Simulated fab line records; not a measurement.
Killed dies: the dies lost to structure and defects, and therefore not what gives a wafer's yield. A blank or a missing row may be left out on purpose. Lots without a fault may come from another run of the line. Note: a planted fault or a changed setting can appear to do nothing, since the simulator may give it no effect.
Matching of chambers	flow n5Finfet	4 sister chambers for N5_BEOL_M2_ETCH_70 on rieDiel-01
The step etches SOC in N2/H2, target depth 80 nm, overetch 24 nm, time 130 s. 16 wafers are shown with their chamber, then 8 later ones without.

== WAFERS WITH THEIR CHAMBER ==
wafer	chamber	showerheadPlenumPTorr (Torr)	drypumpMotorCurrentA (A)	rfVppV (V)
L074.1	2	2.72	5.2	528.1
L074.3	1	2.38	5.7	520.0
L074.6	1	2.38	5.8	520.9
L079.1	3	2.61	6.5	525.6
L079.3	1	2.38	5.8	519.8
L079.4	0	2.66	6.4	528.3
L083.1	0	2.66	6.3	527.9
L083.5	1	2.38	5.8	519.8
L083.6	2	2.71	5.2	527.5
L085.3	1	2.37	5.8	518.4
L085.5	1	2.37	5.7	520.2
L085.6	0	2.65	6.3	528.4
L086.1	3	2.60	6.6	526.4
L086.3	2	2.70	5.2	525.7
L086.4	0	2.65	6.3	526.9
L088.1	0	2.65	6.3	528.5

SIGNATURES (averages over the wafers above)
reading	chamber 0	chamber 1	chamber 2	chamber 3	scatter within a chamber
showerheadPlenumPTorr	2.6540	2.3767	2.7100	2.6050	0.00648
drypumpMotorCurrentA	6.320	5.767	5.200	6.550	0.0468
rfVppV	528.000	519.850	527.100	526.000	0.842
Rule: for a wafer and a chamber, the distance is found by dividing, reading by reading, the gap between the wafer's reading and the chamber's mean by the reading's scatter, squaring, summing and taking the root. The wafer belongs to the nearest chamber; if the next one is less than 2 further off, it can't be placed. The scatter: take each reading less its chamber's mean, square it, sum over the shown wafers, divide by the number of wafers less the number of chambers, and take the root.

== WAFERS MISSING THEIR CHAMBER ==
wafer	showerheadPlenumPTorr (Torr)	drypumpMotorCurrentA (A)	rfVppV (V)
L088.4	2.60	6.6	525.4
L088.5	2.60	6.6	526.2
L090.1	2.65	6.3	526.9
L090.3	2.69	5.8	528.8
L090.5	2.60	6.5	526.4
L095.2	2.59	6.6	525.0
L095.4	2.69	5.2	528.1
L095.6	2.64	6.3	527.5

== CHAMBER TAKEN BY EACH ==
wafer	from the rows above	in truth
L088.4	3	3
L088.5	3	3
L090.1	0	0
L090.3	can't be placed: 0 or 2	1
L090.5	3	3
L095.2	3	3
L095.4	2	2
L095.6	0	0
Correctly placed: 7 of 8. Cannot be placed on the basis of these rows: 1; the candidates contain the true chamber in 0. Placed wrongly: 0.
